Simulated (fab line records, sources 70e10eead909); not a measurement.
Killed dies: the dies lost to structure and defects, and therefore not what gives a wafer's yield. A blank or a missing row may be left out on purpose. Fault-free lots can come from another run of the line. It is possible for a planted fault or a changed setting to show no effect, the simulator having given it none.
Matching of chambers || flow nand-harc || cmp-01 running NHARC_A_CHANNEL_FILL_D1_CMP_10: 4 sister chambers
The step polishes, target thk 150 nm. 16 wafers are shown with their chamber, then 8 later ones without.

== EACH WAFER AND ITS CHAMBER ==
{"wafer": "L074.3", "chamber": 2, "motor-current-A (A)": 12.7, "time-to-endpoint-s (s)": 10.1, "retaining-ring-pressure-frac": 0.994}
{"wafer": "L074.4", "chamber": 3, "motor-current-A (A)": 12.6, "time-to-endpoint-s (s)": 14.8, "retaining-ring-pressure-frac": 1.002}
{"wafer": "L074.5", "chamber": 1, "motor-current-A (A)": 12.7, "time-to-endpoint-s (s)": 14.7, "retaining-ring-pressure-frac": 1.002}
{"wafer": "L079.4", "chamber": 3, "motor-current-A (A)": 13.2, "time-to-endpoint-s (s)": 12.3, "retaining-ring-pressure-frac": 1.002}
{"wafer": "L079.5", "chamber": 3, "motor-current-A (A)": 12.5, "time-to-endpoint-s (s)": 15.2, "retaining-ring-pressure-frac": 1.002}
{"wafer": "L079.6", "chamber": 0, "motor-current-A (A)": 11.7, "time-to-endpoint-s (s)": 15.9, "retaining-ring-pressure-frac": 1.006}
{"wafer": "L083.1", "chamber": 0, "motor-current-A (A)": 11.6, "time-to-endpoint-s (s)": 17.5, "retaining-ring-pressure-frac": 0.998}
{"wafer": "L083.3", "chamber": 2, "motor-current-A (A)": 11.9, "time-to-endpoint-s (s)": 14.7, "retaining-ring-pressure-frac": 1.003}
{"wafer": "L083.6", "chamber": 0, "motor-current-A (A)": 11.6, "time-to-endpoint-s (s)": 18.6, "retaining-ring-pressure-frac": 0.998}
{"wafer": "L087.3", "chamber": 3, "motor-current-A (A)": 12.9, "time-to-endpoint-s (s)": 16.6, "retaining-ring-pressure-frac": 1.004}
{"wafer": "L087.4", "chamber": 2, "motor-current-A (A)": 12.4, "time-to-endpoint-s (s)": 12.8, "retaining-ring-pressure-frac": 1.000}
{"wafer": "L087.6", "chamber": 2, "motor-current-A (A)": 12.6, "time-to-endpoint-s (s)": 16.3, "retaining-ring-pressure-frac": 1.001}
{"wafer": "L090.3", "chamber": 1, "motor-current-A (A)": 12.5, "time-to-endpoint-s (s)": 15.7, "retaining-ring-pressure-frac": 0.994}
{"wafer": "L090.4", "chamber": 2, "motor-current-A (A)": 12.2, "time-to-endpoint-s (s)": 15.2, "retaining-ring-pressure-frac": 1.000}
{"wafer": "L090.5", "chamber": 2, "motor-current-A (A)": 11.6, "time-to-endpoint-s (s)": 11.6, "retaining-ring-pressure-frac": 1.009}
{"wafer": "L092.1", "chamber": 3, "motor-current-A (A)": 12.5, "time-to-endpoint-s (s)": 13.3, "retaining-ring-pressure-frac": 1.004}

SIGNATURES, as means of the wafers listed above
{"reading": "motor-current-A", "chamber 0": 11.633, "chamber 1": 12.600, "chamber 2": 12.233, "chamber 3": 12.740, "scatter within a chamber": 0.328}
{"reading": "time-to-endpoint-s", "chamber 0": 17.333, "chamber 1": 15.200, "chamber 2": 13.450, "chamber 3": 14.440, "scatter within a chamber": 1.9}
{"reading": "retaining-ring-pressure-frac", "chamber 0": 1.00067, "chamber 1": 0.99800, "chamber 2": 1.00117, "chamber 3": 1.00280, "scatter within a chamber": 0.00407}
Rule: distance of a wafer from a chamber = root of the sum over the readings of ((wafer's reading minus chamber's mean) / reading's scatter) squared. If the next closest chamber is less than 2 further off than the closest, the wafer can't be placed; otherwise it belongs to the closest. The scatter: the root of (the sum of the squares of (reading less its chamber's mean) over the shown wafers, divided by (wafers less chambers)).

== WAFERS WHOSE CHAMBER IS MISSING ==
{"wafer": "L092.2", "motor-current-A (A)": 12.1, "time-to-endpoint-s (s)": 14.2, "retaining-ring-pressure-frac": 1.001}
{"wafer": "L092.3", "motor-current-A (A)": 11.5, "time-to-endpoint-s (s)": 15.5, "retaining-ring-pressure-frac": 0.995}
{"wafer": "L094.3", "motor-current-A (A)": 12.8, "time-to-endpoint-s (s)": 15.8, "retaining-ring-pressure-frac": 1.001}
{"wafer": "L094.5", "motor-current-A (A)": 11.4, "time-to-endpoint-s (s)": 14.7, "retaining-ring-pressure-frac": 0.995}
{"wafer": "L094.6", "motor-current-A (A)": 12.2, "time-to-endpoint-s (s)": 13.7, "retaining-ring-pressure-frac": 1.009}
{"wafer": "L097.1", "motor-current-A (A)": 12.3, "time-to-endpoint-s (s)": 19.4, "retaining-ring-pressure-frac": 1.001}
{"wafer": "L097.2", "motor-current-A (A)": 11.4, "time-to-endpoint-s (s)": 14.1, "retaining-ring-pressure-frac": 1.008}
{"wafer": "L097.6", "motor-current-A (A)": 12.4, "time-to-endpoint-s (s)": 18.2, "retaining-ring-pressure-frac": 0.999}

== WHICH CHAMBER EACH WENT THROUGH ==
{"wafer": "L092.2", "from the rows above": "can't be placed: 2 or 1 or 3 or 0", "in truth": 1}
{"wafer": "L092.3", "from the rows above": "can't be placed: 0 or 2 or 1", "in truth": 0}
{"wafer": "L094.3", "from the rows above": "can't be placed: 3 or 1 or 2", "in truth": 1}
{"wafer": "L094.5", "from the rows above": "can't be placed: 0 or 2 or 1", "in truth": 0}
{"wafer": "L094.6", "from the rows above": "can't be placed: 2 or 3 or 1 or 0", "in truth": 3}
{"wafer": "L097.1", "from the rows above": "can't be placed: 0 or 1 or 3 or 2", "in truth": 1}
{"wafer": "L097.2", "from the rows above": "can't be placed: 0 or 2 or 3 or 1", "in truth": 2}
{"wafer": "L097.6", "from the rows above": "can't be placed: 1 or 0 or 3 or 2", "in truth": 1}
Correctly placed: 0 of 8. From these rows, 8 cannot be placed; in 8 the true chamber is one of the candidates. Number placed wrongly: 0.
